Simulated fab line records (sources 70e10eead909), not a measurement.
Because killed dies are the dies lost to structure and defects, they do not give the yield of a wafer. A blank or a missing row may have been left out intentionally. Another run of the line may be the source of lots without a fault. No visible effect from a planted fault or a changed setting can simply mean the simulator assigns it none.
Matching of chambers / flow nand_harc / NHARC_A_CHANNEL_HOLE_D1_DESCUM_15 on rie_diel-05: 4 sister chambers
The step chemistry O2, time 3 s. 27 wafers are shown with their chamber, then 12 later ones without.

## EACH WAFER AND ITS CHAMBER
wafer=L077.1; chamber=3; drypump_motor_current_A (A)=6.1; oes_product_au (a.u.)=0.979; rf_vpp_V (V)=57.3
wafer=L077.5; chamber=0; drypump_motor_current_A (A)=5.2; oes_product_au (a.u.)=0.997; rf_vpp_V (V)=57.3
wafer=L077.6; chamber=3; drypump_motor_current_A (A)=6.1; oes_product_au (a.u.)=0.973; rf_vpp_V (V)=56.6
wafer=L077.2; chamber=1; drypump_motor_current_A (A)=5.7; oes_product_au (a.u.)=1.014; rf_vpp_V (V)=56.9
wafer=L077.3; chamber=2; drypump_motor_current_A (A)=5.5; oes_product_au (a.u.)=0.998; rf_vpp_V (V)=58.3
wafer=L077.4; chamber=0; drypump_motor_current_A (A)=5.2; oes_product_au (a.u.)=0.988; rf_vpp_V (V)=58.2
wafer=L078.2; chamber=0; drypump_motor_current_A (A)=5.2; oes_product_au (a.u.)=1.001; rf_vpp_V (V)=58.3
wafer=L078.4; chamber=1; drypump_motor_current_A (A)=5.7; oes_product_au (a.u.)=1.012; rf_vpp_V (V)=56.5
wafer=L078.5; chamber=2; drypump_motor_current_A (A)=5.5; oes_product_au (a.u.)=1.010; rf_vpp_V (V)=58.0
wafer=L081.1; chamber=3; drypump_motor_current_A (A)=6.2; oes_product_au (a.u.)=0.986; rf_vpp_V (V)=59.1
wafer=L081.3; chamber=2; drypump_motor_current_A (A)=5.5; oes_product_au (a.u.)=1.015; rf_vpp_V (V)=57.7
wafer=L081.6; chamber=2; drypump_motor_current_A (A)=5.5; oes_product_au (a.u.)=1.004; rf_vpp_V (V)=57.4
wafer=L083.1; chamber=2; drypump_motor_current_A (A)=5.5; oes_product_au (a.u.)=1.004; rf_vpp_V (V)=58.6
wafer=L083.3; chamber=1; drypump_motor_current_A (A)=5.7; oes_product_au (a.u.)=1.010; rf_vpp_V (V)=57.1
wafer=L083.5; chamber=3; drypump_motor_current_A (A)=6.1; oes_product_au (a.u.)=0.980; rf_vpp_V (V)=57.0
wafer=L083.2; chamber=0; drypump_motor_current_A (A)=5.3; oes_product_au (a.u.)=0.989; rf_vpp_V (V)=59.7
wafer=L083.4; chamber=3; drypump_motor_current_A (A)=6.1; oes_product_au (a.u.)=0.982; rf_vpp_V (V)=57.5
wafer=L083.6; chamber=2; drypump_motor_current_A (A)=5.5; oes_product_au (a.u.)=1.004; rf_vpp_V (V)=58.2
wafer=L086.1; chamber=2; drypump_motor_current_A (A)=5.5; oes_product_au (a.u.)=0.999; rf_vpp_V (V)=57.5
wafer=L086.3; chamber=1; drypump_motor_current_A (A)=5.7; oes_product_au (a.u.)=0.999; rf_vpp_V (V)=56.8
wafer=L086.5; chamber=0; drypump_motor_current_A (A)=5.2; oes_product_au (a.u.)=0.984; rf_vpp_V (V)=58.3
wafer=L087.3; chamber=2; drypump_motor_current_A (A)=5.5; oes_product_au (a.u.)=1.005; rf_vpp_V (V)=58.1
wafer=L087.5; chamber=3; drypump_motor_current_A (A)=6.1; oes_product_au (a.u.)=0.987; rf_vpp_V (V)=57.3
wafer=L087.6; chamber=2; drypump_motor_current_A (A)=5.5; oes_product_au (a.u.)=1.007; rf_vpp_V (V)=56.8
wafer=L087.1; chamber=0; drypump_motor_current_A (A)=5.2; oes_product_au (a.u.)=0.988; rf_vpp_V (V)=58.9
wafer=L087.2; chamber=1; drypump_motor_current_A (A)=5.7; oes_product_au (a.u.)=0.995; rf_vpp_V (V)=57.4
wafer=L087.4; chamber=3; drypump_motor_current_A (A)=6.1; oes_product_au (a.u.)=0.989; rf_vpp_V (V)=57.4

SIGNATURES (means of the wafers above)
reading=drypump_motor_current_A; chamber 0=5.217; chamber 1=5.700; chamber 2=5.500; chamber 3=6.114; scatter within a chamber=0.0271
reading=oes_product_au; chamber 0=0.99117; chamber 1=1.00600; chamber 2=1.00511; chamber 3=0.98229; scatter within a chamber=0.00623
reading=rf_vpp_V; chamber 0=58.450; chamber 1=56.940; chamber 2=57.844; chamber 3=57.457; scatter within a chamber=0.652
Rule: distance of a wafer from a chamber = root of the sum over the readings of ((wafer's reading minus chamber's mean) / reading's scatter) squared. If the next closest chamber is less than 2 further off than the closest, the wafer can't be placed; otherwise it belongs to the closest. The scatter: take each reading less its chamber's mean, square it, sum over the shown wafers, divide by the number of wafers less the number of chambers, and take the root.

## WAFERS WITHOUT THEIR CHAMBER
wafer=L093.3; drypump_motor_current_A (A)=6.1; oes_product_au (a.u.)=0.986; rf_vpp_V (V)=58.5
wafer=L093.4; drypump_motor_current_A (A)=5.3; oes_product_au (a.u.)=0.995; rf_vpp_V (V)=59.8
wafer=L093.5; drypump_motor_current_A (A)=5.2; oes_product_au (a.u.)=0.995; rf_vpp_V (V)=57.1
wafer=L096.2; drypump_motor_current_A (A)=5.7; oes_product_au (a.u.)=1.000; rf_vpp_V (V)=56.5
wafer=L096.3; drypump_motor_current_A (A)=5.2; oes_product_au (a.u.)=1.007; rf_vpp_V (V)=58.5
wafer=L096.4; drypump_motor_current_A (A)=6.1; oes_product_au (a.u.)=0.981; rf_vpp_V (V)=56.9
wafer=L097.1; drypump_motor_current_A (A)=5.7; oes_product_au (a.u.)=0.999; rf_vpp_V (V)=57.7
wafer=L097.4; drypump_motor_current_A (A)=5.5; oes_product_au (a.u.)=0.994; rf_vpp_V (V)=57.6
wafer=L097.5; drypump_motor_current_A (A)=5.5; oes_product_au (a.u.)=0.995; rf_vpp_V (V)=58.5
wafer=L097.2; drypump_motor_current_A (A)=6.1; oes_product_au (a.u.)=0.986; rf_vpp_V (V)=57.5
wafer=L097.3; drypump_motor_current_A (A)=5.2; oes_product_au (a.u.)=0.986; rf_vpp_V (V)=57.6
wafer=L097.6; drypump_motor_current_A (A)=6.1; oes_product_au (a.u.)=0.983; rf_vpp_V (V)=58.2

## EACH ONE'S CHAMBER
wafer=L093.3; from the rows above=3; in truth=3
wafer=L093.4; from the rows above=0; in truth=0
wafer=L093.5; from the rows above=0; in truth=0
wafer=L096.2; from the rows above=1; in truth=1
wafer=L096.3; from the rows above=0; in truth=0
wafer=L096.4; from the rows above=3; in truth=3
wafer=L097.1; from the rows above=1; in truth=1
wafer=L097.4; from the rows above=2; in truth=2
wafer=L097.5; from the rows above=2; in truth=2
wafer=L097.2; from the rows above=3; in truth=3
wafer=L097.3; from the rows above=0; in truth=0
wafer=L097.6; from the rows above=3; in truth=3
12 of 12 placed correctly. Not placeable from these rows: 0. Number placed wrongly: 0.
